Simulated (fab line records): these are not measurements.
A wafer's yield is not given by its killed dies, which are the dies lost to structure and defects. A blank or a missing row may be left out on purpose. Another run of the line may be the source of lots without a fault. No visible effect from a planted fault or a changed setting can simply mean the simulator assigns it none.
A struck lot beside a sound one || flow n5 finfet || 19 steps out of a route of 1938
Sound: wafers L499.1, L499.5, L499.6. Struck: wafers L514.3, L514.5. (L514.2 of the same lot was not struck and is left out.) The cause comes at the end.
Per side, at each step with rows, come the tool, then ch with its chambers, and then its first start. Under that, the readings that differ: sound wafers || struck wafers || difference of the means || sigmas: that difference in standard deviations of wafers without a fault.
alike: same words and numbers on both sides, and readings whose means sit less than 2 such deviations apart. not compared: any withheld reading, any reading some wafer has no value for, any bound like >300 that may hide the same value, and any number with overlapping values for which the record gives no deviation.
The two part at a step that has a row with sigmas, a row that says differs or no value, or rows on one side only. Numbers that don't overlap but have no deviation are shown without sigmas and don't part them. A reading that every wafer of one side lacks parts them only if that side has two wafers or more.

first, 9 steps without rows for these wafers: N5_GATE_CUT_COAT_07 (resist thk 30 nm); N5_GATE_CUT_EBR_09; N5_GATE_CUT_SOFTBAKE_08 (time 60 s); N5_GATE_CUT_EXPOSE_10 (exposes mask GATE CUT, target cd 20 nm); N5_GATE_CUT_PEB_11 (peb time 60 s); N5_GATE_CUT_DEVELOP_12 (develop time 30 s); N5_GATE_CUT_DESCUM_18 (chemistry O2, time 7 s); N5_GATE_CUT_ETCH_28 (etches underlayer in N2/H2, target depth 13 nm, time 10.4 s); N5_GATE_CUT_ETCH_36 (etches SiARC in CF4, target depth 13 nm, time 21.7 s).
N5_GATE_CUT_ETCH_37: etches SOC in N2/H2, target depth 60 nm, overetch 12 nm, time 90 s.
  sound on rie diel-01 ch 1,2, day 4 12:37; struck on rie diel-01 ch 1,3, day 8 09:02
{"reading": "model.SiARC_of_GATE_CUT_COAT_35.thk nm (nm)", "sound": "6 5.8 6", "struck": "4.6 4.2", "difference": -1.5, "sigmas": ""}
  alike: drypump motor current A, oes product au, rf vpp V, showerhead plenum p Torr, throttle valve pct
  not compared: rf hours counter h, model.GATE_CUT.cd nm
then, 5 steps without rows for these wafers: N5_GATE_CUT_STRIP_38 (strips in N2/H2); N5_GATE_CUT_STRIP_39 (strips in N2/H2); N5_GATE_CUT_HM_OPEN_40 (chemistry C4F6/O2, target SiO2, target depth 139 nm, time 85.1 s); N5_GATE_CUT_STRIP_41 (strips in CF4); N5_GATE_CUT_STRIP_42 (strips in O2).
N5_GATE_CUT_ETCH_19: etches SiNx in CH3F/O2, target depth 53.7 nm, time 76.7 s.
  sound on rie diel-01 ch 1,2, day 4 12:49; struck on rie diel-01 ch 1,3, day 8 09:14
  alike: drypump motor current A, etch rf on time s, oes product au, rf vpp V, showerhead plenum p Torr, throttle valve pct
  not compared: rf hours counter h, model.GATE_CUT.cd nm
then, 1 step without rows for these wafers: N5_GATE_CUT_CUT_ETCH_53 (etches W in SF6/Cl2, target depth 79.2 nm).
-- a jump in the record: the struck wafers' starts before and after are 3 days apart (it breaks off in module GATE_CUT and resumes in module BEOL_M4, where the first step shown is number 1111 of the route) --
N5_BEOL_M4_RC_MEAS_101:
  sound on prober-02 ch 0, day 7 12:51; struck on prober-02 ch 0, day 11 16:49
  alike: DIBL_N, DIBL_P, IOFF_N, IOFF_P, ION_N, ION_P, SS_N, SS_P, VT_N, VT_P
next, for these wafers, 1 step has no rows: N5_PASSIVATION_PROBE_49.

WHERE THEY PART
Nowhere in this record.

WHY: the cause the simulator had injected
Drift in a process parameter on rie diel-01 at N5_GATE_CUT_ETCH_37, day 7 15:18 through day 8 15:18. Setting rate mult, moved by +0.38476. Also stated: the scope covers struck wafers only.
